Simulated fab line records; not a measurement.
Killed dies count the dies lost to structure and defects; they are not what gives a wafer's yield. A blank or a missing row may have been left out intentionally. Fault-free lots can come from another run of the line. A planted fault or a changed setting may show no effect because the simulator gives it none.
fab line records -- flow nand_harc -- part 2 of 2: steps 23 to 31 of 31
record: lots: 5, wafers: 15, last_day: 23
route steps=1159 shown A_SGD_CUT@763 A_SLIT@779
lots untouched by any fault: they come from a run of this same line in which no faults occurred
start_h: start of the lot's first displayed wafer, in hours after the record's first day -- wait_h: hours since the lot's step before -- " same as the row above -- L1.1+2: a row that stands for several wafers -- - no value, or no start given -- * or withheld: withheld -- < > ~ a bound
route shown NAME@n: names a module that has steps shown in the file, with the first one's number in the route -- usual: mean and standard deviation over wafers with no fault -- same: alike in all rows -- chamber/n: place in a boat -- sites: readings site by site -- _std_site: the values' standard deviation -- _edge_site: the outer-site mean with the inner-site mean subtracted -- radius_mm: how far each site lies from the wafer's centre -- mask NAME#n: copy n -- behind: the tool/chamber that last shaped the wafer -- hold: what put the lot on hold/how long, in hours/how the hold closed -- device: which transistor (n, p or np) failed to switch -- end of line: the same wafers' tests at the end of the route -- for a step that has no rows: nothing shown but its recipe -- killed: dies that structure and defects cost at the first sort, which is not the same as the wafer's yield -- map: dies across one wafer; x = killed, . = not, _ = none there
set.NAME: the setting the step ran with; set.NAME@STEP: the setting that earlier step ran with -- model.NAME: the simulator's own value behind a step, which no gauge read
lots at selected steps of the route; one table per step, one row per wafer
services: from which hour (start_h, from the record's first day; less than 0 if before it) a tool's chamber was out of use, for how many hours, and why
== steps ==
step: NHARC_A_SLIT_SOFTBAKE_04
recipe: temp_c: 105, time_s: 55
usual: chill_plate_temp_C: 23.01/0.098
lot.wafer,tool,chamber,start_h,wait_h,chill_plate_temp_C
L078.2,litho_track-06,0,-,-,23.08
L078.3,litho_track-06,0,-,-,23.04
L078.6,litho_track-06,0,-,-,23.07
L080.1,litho_track-06,0,-,-,22.81
L080.2,litho_track-06,0,-,-,22.97
L080.3,litho_track-06,0,-,-,23.16
L086.1,litho_track-04,0,-,-,22.97
L086.5,litho_track-04,0,-,-,22.90
L086.6,litho_track-04,0,-,-,22.99
L088.1,litho_track-04,0,-,-,23.08
L088.2,litho_track-04,0,-,-,22.98
L088.4,litho_track-04,0,-,-,23.19
L090.2,litho_track-06,0,-,-,22.91
L090.4,litho_track-06,0,-,-,22.95
L090.5,litho_track-06,0,-,-,23.11
step: NHARC_A_SLIT_EBR_05
usual: chill_plate_temp_C: 22.99/0.1
lot.wafer,tool,chamber,start_h,wait_h,chill_plate_temp_C
L078.2,litho_track-06,0,-,-,23.10
L078.3,litho_track-06,0,-,-,23.12
L078.6,litho_track-06,0,-,-,22.96
L080.1,litho_track-06,0,-,-,23.14
L080.2,litho_track-06,0,-,-,23.01
L080.3,litho_track-06,0,-,-,22.97
L086.1,litho_track-04,0,-,-,22.95
L086.5,litho_track-04,0,-,-,23.09
L086.6,litho_track-04,0,-,-,23.03
L088.1,litho_track-04,0,-,-,23.23
L088.2,litho_track-04,0,-,-,22.99
L088.4,litho_track-04,0,-,-,23.04
L090.2,litho_track-06,0,-,-,22.92
L090.4,litho_track-06,0,-,-,23.11
L090.5,litho_track-06,0,-,-,22.86
step: NHARC_A_SLIT_EXPOSE_06
recipe: na: 1.35, dose_mj: 60.82, mask_id: SLIT
usual: reticle_temp_C: 23.00/0.12
lot.wafer,tool,chamber,start_h,wait_h,mask,reticle_temp_C
L078.2,arfi_scanner-02,0,339.82,-,SLIT#0,23.02
L078.3,arfi_scanner-02,0,339.82,-,SLIT#0,23.00
L078.6,arfi_scanner-02,0,339.82,-,SLIT#0,22.88
L080.1,arfi_scanner-02,0,348.96,-,SLIT#0,23.00
L080.2,arfi_scanner-02,0,348.96,-,SLIT#0,22.99
L080.3,arfi_scanner-02,0,348.96,-,SLIT#0,22.88
L086.1,arfi_scanner-03,0,399.30,-,SLIT#0,22.91
L086.5,arfi_scanner-03,0,399.30,-,SLIT#0,23.03
L086.6,arfi_scanner-03,0,399.30,-,SLIT#0,23.21
L088.1,arfi_scanner-03,0,404.21,-,SLIT#0,22.92
L088.2,arfi_scanner-03,0,404.21,-,SLIT#0,22.96
L088.4,arfi_scanner-03,0,404.21,-,SLIT#0,22.89
L090.2,arfi_scanner-02,0,421.79,-,SLIT#0,22.90
L090.4,arfi_scanner-02,0,421.79,-,SLIT#0,22.84
L090.5,arfi_scanner-02,0,421.79,-,SLIT#0,22.88
step: NHARC_A_SLIT_PEB_07
recipe: peb_temp_c: 100, peb_time_s: 65
usual: chill_plate_temp_C: 23.00/0.13
lot.wafer,tool,chamber,start_h,wait_h,chill_plate_temp_C
L078.2,litho_track-04,0,339.88,0.1,22.99
L078.3,litho_track-04,0,339.88,0.1,22.95
L078.6,litho_track-04,0,339.88,0.1,22.92
L080.1,litho_track-06,0,349.02,0.1,22.97
L080.2,litho_track-06,0,349.02,0.1,23.01
L080.3,litho_track-06,0,349.02,0.1,22.90
L086.1,litho_track-06,0,399.37,0.1,23.28
L086.5,litho_track-06,0,399.37,0.1,23.35
L086.6,litho_track-06,0,399.37,0.1,23.31
L088.1,litho_track-04,0,404.27,0.1,22.96
L088.2,litho_track-04,0,404.27,0.1,22.78
L088.4,litho_track-04,0,404.27,0.1,22.88
L090.2,litho_track-06,0,421.86,0.1,22.97
L090.4,litho_track-06,0,421.86,0.1,22.89
L090.5,litho_track-06,0,421.86,0.1,23.02
step: NHARC_A_SLIT_DEVELOP_08
recipe: develop_time_s: 35, dev_temp_c: 23
usual: chill_plate_temp_C: 22.99/0.11
lot.wafer,tool,chamber,start_h,wait_h,chill_plate_temp_C
L078.2,litho_track-04,0,-,-,22.86
L078.3,litho_track-04,0,-,-,22.99
L078.6,litho_track-04,0,-,-,23.00
L080.1,litho_track-06,0,-,-,23.14
L080.2,litho_track-06,0,-,-,23.34
L080.3,litho_track-06,0,-,-,23.26
L086.1,litho_track-06,0,-,-,22.91
L086.5,litho_track-06,0,-,-,22.96
L086.6,litho_track-06,0,-,-,22.94
L088.1,litho_track-04,0,-,-,22.83
L088.2,litho_track-04,0,-,-,23.03
L088.4,litho_track-04,0,-,-,23.01
L090.2,litho_track-06,0,-,-,22.93
L090.4,litho_track-06,0,-,-,22.95
L090.5,litho_track-06,0,-,-,22.84
step: NHARC_A_SLIT_CD_MEAS_09
recipe: target_cd_nm: 300, landing_energy_ev: 500
usual: cd_nm: 299.8/0.52
lot.wafer,tool,chamber,start_h,wait_h,cd_nm
L078.2,cd_sem-01,0,339.96,-,300.4
L078.3,cd_sem-01,0,339.96,-,300.4
L078.6,cd_sem-01,0,339.96,-,300.4
L080.1,cd_sem-01,0,349.10,-,300.3
L080.2,cd_sem-01,0,349.10,-,300.4
L080.3,cd_sem-01,0,349.10,-,300.8
L086.1,cd_sem-02,0,399.44,-,299.6
L086.5,cd_sem-02,0,399.44,-,299.7
L086.6,cd_sem-02,0,399.44,-,299.8
L088.1,cd_sem-03,0,404.35,-,299.8
L088.2,cd_sem-03,0,404.35,-,299.9
L088.4,cd_sem-03,0,404.35,-,299.8
L090.2,cd_sem-02,0,421.94,-,300.4
L090.4,cd_sem-02,0,421.94,-,299.1
L090.5,cd_sem-02,0,421.94,-,300.2
step: NHARC_A_SLIT_OVL_MEAS_10
usual: overlay_x_nm: -0.2/0.72, overlay_y_nm: 0.2/0.75
lot.wafer,tool,chamber,start_h,wait_h,overlay_x_nm,overlay_y_nm
L078.2,overlay-02,-,340.04,-,0.1,-0.4
L078.3,overlay-02,-,340.04,-,-0.3,0.2
L078.6,overlay-02,-,340.04,-,0.2,-0.3
L080.1,overlay-01,-,349.19,-,-0.5,0.6
L080.2,overlay-01,-,349.19,-,-0.5,0.2
L080.3,overlay-01,-,349.19,-,0.3,1.1
L086.1,overlay-02,-,399.53,-,1.4,-1.6
L086.5,overlay-02,-,399.53,-,0.8,-0.8
L086.6,overlay-02,-,399.53,-,1.1,-1.4
L088.1,overlay-02,-,404.44,-,0.5,1.4
L088.2,overlay-02,-,404.44,-,0.1,1.0
L088.4,overlay-02,-,404.44,-,0.3,0.6
L090.2,overlay-01,-,422.02,-,0.6,1.1
L090.4,overlay-01,-,422.02,-,1.1,1.0
L090.5,overlay-01,-,422.02,-,0.6,1.6
step: NHARC_A_SLIT_INSPECT_11
usual: raw_defect_count: 20/9.7
lot.wafer,tool,chamber,start_h,wait_h,raw_defect_count
L078.2,defect_inspect-02,-,340.08,0.0,24
L078.3,defect_inspect-02,-,340.08,0.0,29
L078.6,defect_inspect-02,-,340.08,0.0,32
L080.1,defect_inspect-02,-,349.23,0.0,29
L080.2,defect_inspect-02,-,349.23,0.0,20
L080.3,defect_inspect-02,-,349.23,0.0,26
L086.1,defect_inspect-02,-,399.57,0.0,17
L086.5,defect_inspect-02,-,399.57,0.0,25
L086.6,defect_inspect-02,-,399.57,0.0,15
L088.1,defect_inspect-01,-,404.49,0.1,12
L088.2,defect_inspect-01,-,404.49,0.1,28
L088.4,defect_inspect-01,-,404.49,0.1,19
L090.2,defect_inspect-02,-,422.06,0.0,40
L090.4,defect_inspect-02,-,422.06,0.0,32
L090.5,defect_inspect-02,-,422.06,0.0,31
step: NHARC_A_SLIT_DESCUM_14
recipe: time_s: 3, o2_flow_sccm: 200, ar_flow_sccm: 0, bias_power_w: 0, chemistry: O2
usual: drypump_motor_current_A: 5.9/0.36, oes_product_au: 1.000/0.0096, rf_vpp_V: 57.8/0.82, showerhead_plenum_p_Torr: 1.95/0.069, throttle_valve_pct: 11.312/0.0088
lot.wafer,tool,chamber,start_h,wait_h,drypump_motor_current_A,oes_product_au,rf_hours_counter_h,rf_vpp_V,showerhead_plenum_p_Torr,throttle_valve_pct
L078.2,rie_diel-07,3,340.16,0.1,6.3,1.005,6,57.0,1.91,11.314
L078.3,rie_diel-07,0,340.16,0.1,5.4,0.993,6,56.6,1.94,11.322
L078.6,rie_diel-07,1,340.16,0.1,5.2,0.994,-,58.4,2.05,11.327
L080.1,rie_diel-07,1,349.30,0.1,5.2,0.999,7,58.6,2.05,11.299
L080.3,rie_diel-07,2,349.30,0.1,5.6,1.006,6,57.8,1.95,11.315
L080.2,rie_diel-07,3,349.30,0.1,6.3,1.013,7,57.6,1.91,11.316
L086.1,rie_diel-01,1,399.65,0.1,6.1,1.005,6,58.2,2.04,11.313
L086.5,rie_diel-01,0,399.65,0.1,6.1,0.995,-,56.1,1.81,11.312
L086.6,rie_diel-01,1,399.65,0.1,6.1,1.009,-,59.6,2.04,11.309
L088.1,rie_diel-07,0,404.55,0.1,5.4,0.987,13,56.8,1.94,11.323
L088.4,rie_diel-07,1,404.55,0.1,5.2,0.991,11,58.6,2.05,11.306
L088.2,rie_diel-07,2,404.55,0.1,5.6,1.001,11,57.6,1.95,11.305
L090.2,rie_diel-07,2,422.12,0.1,5.6,1.000,1,58.1,1.95,11.307
L090.4,rie_diel-07,1,422.12,0.1,5.2,0.998,0,58.3,2.05,11.311
L090.5,rie_diel-07,3,422.12,0.1,6.4,0.993,-,58.2,1.91,11.313
== services ==
tool,chamber,start_h,hours,kind
wet_bench-01,-,307.00,23.1,repair
fcvd-01,-,312.68,0.8,repair
furnace-04,-,314.95,26.0,pm
litho_track-04,-,316.00,7.0,pm
arfi_scanner-02,-,319.06,0.6,repair
rie_diel-13,0,323.08,1.8,repair
pecvd-02,-,323.35,0.2,repair
rie_diel-02,-,328.30,9.0,pm
pecvd-02,-,334.00,13.0,pm
pecvd-02,-,348.18,0.7,repair
arfi_scanner-02,-,350.49,2.5,repair
cmp-03,-,355.98,4.0,pm
wet_bench-02,-,356.00,8.0,pm
pecvd-03,1,366.30,12.8,repair
rie_diel-07,2,380.41,4.0,repair
rie_diel-13,3,386.13,44.7,repair
wet_bench-01,-,389.60,8.0,pm
wet_bench-07,-,389.82,6.2,repair
rie_diel-13,0,392.15,6.9,repair
rie_diel-02,1,397.78,13.9,repair
rie_diel-07,-,405.87,9.0,pm
rie_diel-02,0,413.59,10.8,repair
wet_bench-02,-,417.67,4.5,repair
rie_diel-07,1,418.10,3.7,repair
